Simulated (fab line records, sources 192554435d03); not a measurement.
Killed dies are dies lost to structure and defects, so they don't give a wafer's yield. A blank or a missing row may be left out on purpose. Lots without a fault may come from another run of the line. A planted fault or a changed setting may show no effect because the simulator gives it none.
Problem report in the 8D (eight disciplines) form, filled by code | flow n5_finfet | the parts of the form that need people (team, actions taken, sign-off) are left out

1. THE PROBLEM
spin_speed_rpm at N5_BEOL_M4_COAT_61 reads a mean of 1196.4 rpm on 6 wafers of 2 lots; wafers without a fault read 1500.0 rpm with a standard deviation of 0.9. That is -99 or more standard deviations from the usual mean.
The step: time 60 s, resist thk 60 nm.
First seen on wafer L153.1, day 11 03:47, on litho_track-03. The record holds 30 wafers of 10 lots with a number at this step. Rule for "out", or "out of limits": more than 4 standard deviations from the usual mean. The other wafers with a number count as sound.

2. WHAT IT IS AND WHAT IT IS NOT
question                    | is                     | is not
which readings at this step | spin_speed_rpm         | dispense_pressure_kPa
which lots                  | L153, L155             | L138, L139, L140, L142, L144, L145, L158, L159
which wafers of those lots  | all that have a number | -
read on which tools         | litho_track-03         | litho_track-01
when                        | from day 11 03:47      | up to then (18 sound wafers); but 6 sound wafers of L158, L159 came after

3. SUSPECTS, AND WHAT RULES EACH OUT
Counting: a tool at a process step up to the reading stays a suspect if it ran every lot that is out and no sound lot after the first of them.
- pvd_sputter-03 at N5_BEOL_M3_SPUTTER_90 (material Cu, target thk 4.5 nm, time 8.29 s): ruled out as a lasting fault. Sound lots L158 ran on it after its first lot that is out, L153 (day 11 00:49).
- pvd_sputter-03 at N5_BEOL_M3_SPUTTER_94 (material Cu, target thk 4.5 nm, time 8.29 s): ruled out as a lasting fault. Sound lots L158 ran on it after its first lot that is out, L153 (day 11 01:16).
- cvd_co-01 at N5_BEOL_M3_PRE_CLEAN_60 (time 15 s): ruled out as a lasting fault. Sound lots L158, L159 ran on it after its first lot that is out, L153 (day 11 02:18).
- litho_track-03 at N5_BEOL_M4_COAT_61 (time 60 s, resist thk 60 nm): kept. It ran every lot that is out, first L153 (day 11 03:47), and no sound lot after that; its last sound lot up to then is L145 (day 9 10:18). Its own readings are out on those wafers: spin_speed_rpm.
Left after counting: litho_track-03 at N5_BEOL_M4_COAT_61.

4. THE CAUSE (what the simulator had put in)
Process parameter drift: litho_track-03, from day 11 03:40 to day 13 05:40, at N5_BEOL_M4_COAT_61. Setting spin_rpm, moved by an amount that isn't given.
Counting left only this tool.

5. THE CHAIN OF EFFECTS, in route order
Each row: a reading whose mean over the struck wafers that have a number lies more than 3 standard deviations from the usual. Only readings for which the record gives a usual standard deviation are gone through. hours: the time from each lot's start at the first step in this table that gives one to its start at this step, as a median over the lots. sigmas: the change in usual standard deviations.
hours | step               | reading        | usual      | on struck wafers | change | sigmas
0     | N5_BEOL_M4_COAT_61 | spin_speed_rpm | 1500.0 rpm | 1196.4           | -303.6 | -99 or more
The process steps in it:
- N5_BEOL_M4_COAT_61: time 60 s, resist thk 60 nm.
Later measuring or inspecting steps at which every struck wafer that the step has a row for has a number for every such reading, and none has moved that far: N5_BEOL_M4_RC_MEAS_101.

6. WHAT WOULD HAVE CAUGHT IT SOONER
In this record the first reading out of limits was taken at day 11 03:47, 0 hours after the fault began at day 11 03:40.
